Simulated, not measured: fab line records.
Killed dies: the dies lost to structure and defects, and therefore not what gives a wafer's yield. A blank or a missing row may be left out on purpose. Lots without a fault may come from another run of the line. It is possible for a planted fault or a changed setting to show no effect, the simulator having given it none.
Chamber matching ; flow n5Finfet ; aldHk-02 running N5_HKMG_FIN_ALD_74: 4 sister chambers
The step deposits La2O3, target thk 0.5 nm, pulse time 6 s, co reactant pulse time 1 s. 4 wafers are shown with their chamber, then 11 later ones without.

## EACH WAFER AND ITS CHAMBER
wafer;chamber;heaterPowerW (W)
L085.6;1;320
L090.2;3;383
L090.5;2;334
L091.2;0;331

## WAFERS WHOSE CHAMBER IS MISSING
wafer;heaterPowerW (W)
L091.3;341
L091.4;312
L092.2;335
L092.5;343
L092.6;311
L093.2;339
L093.4;321
L093.5;312
L094.1;325
L094.4;331
L094.6;351

## CHAMBER TAKEN BY EACH
wafer;from the rows above;in truth
L091.3;can't be placed: 2 or 0 or 1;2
L091.4;can't be placed: 1 or 0 or 2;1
L092.2;can't be placed: 2 or 0 or 1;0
L092.5;can't be placed: 2 or 0 or 1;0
L092.6;can't be placed: 1 or 0 or 2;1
L093.2;can't be placed: 2 or 0 or 1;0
L093.4;can't be placed: 1 or 0 or 2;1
L093.5;can't be placed: 1 or 0 or 2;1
L094.1;can't be placed: 1 or 0 or 2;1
L094.4;can't be placed: 0 or 2 or 1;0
L094.6;can't be placed: 2 or 0 or 1 or 3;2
Correct placement for 0 of the 11. From these rows, 11 cannot be placed; in 11 the true chamber is one of the candidates. Placed wrongly: 0.
How it was worked out, from the rows above alone: a wafer's distance from a chamber is the root of the sum, over the readings, of the square of ((its reading less the chamber's mean) divided by the reading's scatter). The wafer belongs to the nearest chamber; if the next one is less than 2 further off, it can't be placed. For every chamber, the mean is computed from those of its wafers that are shown. The scatter (one wafer shown for each chamber): square how far every hidden wafer sits from the nearest shown wafer, average those squares and take the square root.
